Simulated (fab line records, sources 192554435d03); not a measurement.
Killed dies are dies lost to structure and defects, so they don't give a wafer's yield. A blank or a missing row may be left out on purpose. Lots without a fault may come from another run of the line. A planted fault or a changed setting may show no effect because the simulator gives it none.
Chamber matching | flow n5_finfet | N5_BEOL_M4_ETCH_70 on rie_diel-06: 4 sister chambers
The step etches SOC in N2/H2, target depth 80 nm, overetch 24 nm, time 130 s. 4 wafers are shown with their chamber, then 10 later ones without.

WAFERS WITH THEIR CHAMBER
wafer  | chamber | drypump_motor_current_A (A)
L084.1 | 0       | 5.1
L085.2 | 2       | 5.6
L088.2 | 1       | 5.4
L088.3 | 3       | 6.4

WAFERS WITHOUT THEIR CHAMBER
wafer  | drypump_motor_current_A (A)
L088.5 | 5.6
L094.3 | 5.7
L094.4 | 5.4
L094.5 | 5.4
L096.1 | 5.7
L096.2 | 5.1
L096.5 | 5.7
L097.1 | 5.4
L097.2 | 5.6
L097.5 | 5.0

WHICH CHAMBER EACH WENT THROUGH
wafer  | from the rows above | in truth
L088.5 | 2                   | 2
L094.3 | 2                   | 2
L094.4 | 1                   | 1
L094.5 | 1                   | 1
L096.1 | 2                   | 2
L096.2 | 0                   | 0
L096.5 | 2                   | 2
L097.1 | 1                   | 1
L097.2 | 2                   | 2
L097.5 | 0                   | 0
Placed correctly: 10 of 10. Can't be placed from these rows: 0. Placed wrongly: 0.
How it was worked out, from the rows above alone: a wafer's distance from a chamber is the root of the sum, over the readings, of the square of ((its reading less the chamber's mean) divided by the reading's scatter). The wafer belongs to the nearest chamber; if the next one is less than 2 further off, it can't be placed. A chamber's mean is the mean of its shown wafers. The scatter: with one shown wafer a chamber, the root of the mean of the squares of how far each hidden wafer lies from its nearest shown one.
